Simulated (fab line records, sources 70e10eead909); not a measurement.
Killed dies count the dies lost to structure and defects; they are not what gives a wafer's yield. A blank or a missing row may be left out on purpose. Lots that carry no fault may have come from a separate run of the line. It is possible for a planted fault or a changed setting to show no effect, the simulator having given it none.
Matching of chambers ; flow nandHarc ; NHARC_A_BLC_CMP_25 on cmp-03 has 4 sister chambers
The step polishes, t overpolish 30 s, target thk 150 nm. 14 wafers are shown with their chamber, then 7 later ones without.

## WAFERS WITH THEIR CHAMBER
wafer;chamber;motorCurrentA (A);timeToEndpointS (s);overpolishRunS (s)
L077.2;1;11.4;34;30.010
L077.3;3;12.9;29;30.016
L077.4;2;12.6;27;30.007
L077.1;0;13.6;28;30.002
L077.5;2;11.7;29;30.005
L077.6;1;11.3;33;29.997
L075.3;1;11.5;29;30.010
L075.5;2;13.2;27;29.983
L075.6;1;11.9;30;30.008
L079.1;3;13.7;29;29.990
L079.5;2;12.3;31;30.001
L079.6;1;11.9;33;29.994
L076.1;3;12.2;30;29.997
L076.2;1;12.0;34;29.987

SIGNATURES, as means of the wafers listed above
reading;chamber 0;chamber 1;chamber 2;chamber 3;scatter within a chamber
motorCurrentA;13.600;11.667;12.450;12.933;0.524
timeToEndpointS;28.00;32.17;28.50;29.33;1.86
overpolishRunS;30.00200;30.00100;29.99900;30.00100;0.0109
Rule: distance of a wafer from a chamber = root of the sum over the readings of ((wafer's reading minus chamber's mean) / reading's scatter) squared. If the next closest chamber is less than 2 further off than the closest, the wafer can't be placed; otherwise it belongs to the closest. The scatter: take each reading less its chamber's mean, square it, sum over the shown wafers, divide by the number of wafers less the number of chambers, and take the root.

## WAFERS WHOSE CHAMBER IS MISSING
wafer;motorCurrentA (A);timeToEndpointS (s);overpolishRunS (s)
L076.5;12.3;29;29.999
L092.4;12.8;25;29.999
L092.5;13.0;25;30.004
L092.6;12.2;26;30.003
L093.3;14.7;25;29.995
L093.4;11.3;28;29.994
L093.5;12.5;24;30.004

## WHICH CHAMBER EACH ONE RAN IN
wafer;from the rows above;in truth
L076.5;can't be placed: 2 or 3 or 1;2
L092.4;can't be placed: 2 or 0 or 3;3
L092.5;can't be placed: 0 or 2 or 3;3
L092.6;can't be placed: 2 or 3 or 0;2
L093.3;can't be placed: 0 or 3 or 2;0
L093.4;can't be placed: 2 or 1 or 3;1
L093.5;can't be placed: 2 or 3 or 0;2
0 of 7 placed correctly. Not placeable from these rows: 7 (in 7, the candidates include the true chamber). Wrongly placed: 0.
